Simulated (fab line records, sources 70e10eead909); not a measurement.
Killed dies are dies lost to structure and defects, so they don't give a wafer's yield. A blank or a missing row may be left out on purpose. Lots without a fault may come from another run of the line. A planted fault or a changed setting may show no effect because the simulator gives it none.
Which tool did it? | flow nand_harc | 6 lots, 16 wafers sampled, at 1 step of a route of 1302

WHAT THE GAUGES READ, wafer by wafer
NHARC_A_SIN_REMOVE_INSPECT_04.
lot  | measured     | on                | raw_defect_count
L785 | day 21 17:19 | defect_inspect-02 | 393 383 315
L788 | day 22 12:08 | defect_inspect-02 | 462 293 440
L794 | day 25 03:05 | defect_inspect-01 | 375 316
L798 | day 26 21:52 | defect_inspect-01 | 369 527
L802 | day 28 13:01 | defect_inspect-02 | 352 339 289
L805 | day 29 14:29 | defect_inspect-01 | 341 361 312

WHICH TOOL RAN EACH LOT (tool, then ch and the chambers of the sampled wafers, then the start)
The record holds no process step before these readings.

THE ANSWER, worked out from the rows above alone
Rule: what is usual is taken from the lots themselves. Put in order of their means at a reading, lots are off if they are a third of the lots or fewer, leave a main group of 4 or more, and stand apart from it by a gap of 3 or more times the standard deviation of the main group's means; of several such gaps the widest counts. A main group whose means are all the same, to the digits that the tables above print for the reading, isn't used. A lot without any number at a reading at which 4 lots or more have one is off too. The other lots that the step has rows for count as sound.
No lot is off at any reading shown: from this, nothing can be told.

WHAT THE SIMULATOR HAD PUT IN
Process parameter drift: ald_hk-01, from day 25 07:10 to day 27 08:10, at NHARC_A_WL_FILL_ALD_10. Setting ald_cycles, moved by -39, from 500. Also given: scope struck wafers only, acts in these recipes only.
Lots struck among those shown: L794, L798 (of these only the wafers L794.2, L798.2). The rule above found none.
